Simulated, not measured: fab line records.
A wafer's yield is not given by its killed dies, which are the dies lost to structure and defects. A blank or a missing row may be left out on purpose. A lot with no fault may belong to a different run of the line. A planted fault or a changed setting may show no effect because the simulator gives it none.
Chamber matching / flow n5Finfet / 4 sister chambers for N5_MOL_CONTACT_COAG_DESCUM_45 on rieDiel-06
The step chemistry O2, time 7 s. 4 wafers are shown with their chamber, then 10 later ones without.

WAFERS, EACH WITH ITS CHAMBER
wafer=L090.5; chamber=2; drypumpMotorCurrentA (A)=5.4
wafer=L091.1; chamber=3; drypumpMotorCurrentA (A)=5.1
wafer=L092.1; chamber=0; drypumpMotorCurrentA (A)=5.3
wafer=L092.3; chamber=1; drypumpMotorCurrentA (A)=6.7

WAFERS WHOSE CHAMBER IS MISSING
wafer=L092.6; drypumpMotorCurrentA (A)=5.2
wafer=L093.2; drypumpMotorCurrentA (A)=6.7
wafer=L093.4; drypumpMotorCurrentA (A)=5.3
wafer=L093.6; drypumpMotorCurrentA (A)=5.1
wafer=L094.1; drypumpMotorCurrentA (A)=6.7
wafer=L094.2; drypumpMotorCurrentA (A)=5.4
wafer=L094.6; drypumpMotorCurrentA (A)=5.3
wafer=L096.1; drypumpMotorCurrentA (A)=6.6
wafer=L096.2; drypumpMotorCurrentA (A)=5.4
wafer=L096.6; drypumpMotorCurrentA (A)=5.2

WHICH CHAMBER EACH WENT THROUGH
wafer=L092.6; from the rows above=can't be placed: 0 or 3 or 2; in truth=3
wafer=L093.2; from the rows above=1; in truth=1
wafer=L093.4; from the rows above=can't be placed: 0 or 2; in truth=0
wafer=L093.6; from the rows above=3; in truth=3
wafer=L094.1; from the rows above=1; in truth=1
wafer=L094.2; from the rows above=can't be placed: 2 or 0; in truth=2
wafer=L094.6; from the rows above=can't be placed: 0 or 2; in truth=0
wafer=L096.1; from the rows above=1; in truth=1
wafer=L096.2; from the rows above=can't be placed: 2 or 0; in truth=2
wafer=L096.6; from the rows above=can't be placed: 0 or 3 or 2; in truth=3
Correct placement for 4 of the 10. From these rows, 6 cannot be placed; in 6 the true chamber is one of the candidates. Number placed wrongly: 0.
How it was worked out, from the rows above alone: a wafer's distance from a chamber is the root of the sum, over the readings, of the square of ((its reading less the chamber's mean) divided by the reading's scatter). The wafer belongs to the nearest chamber; if the next one is less than 2 further off, it can't be placed. For every chamber, the mean is computed from those of its wafers that are shown. The scatter: root of mean squared gap, hidden wafer to nearest shown wafer, with one shown wafer a chamber.
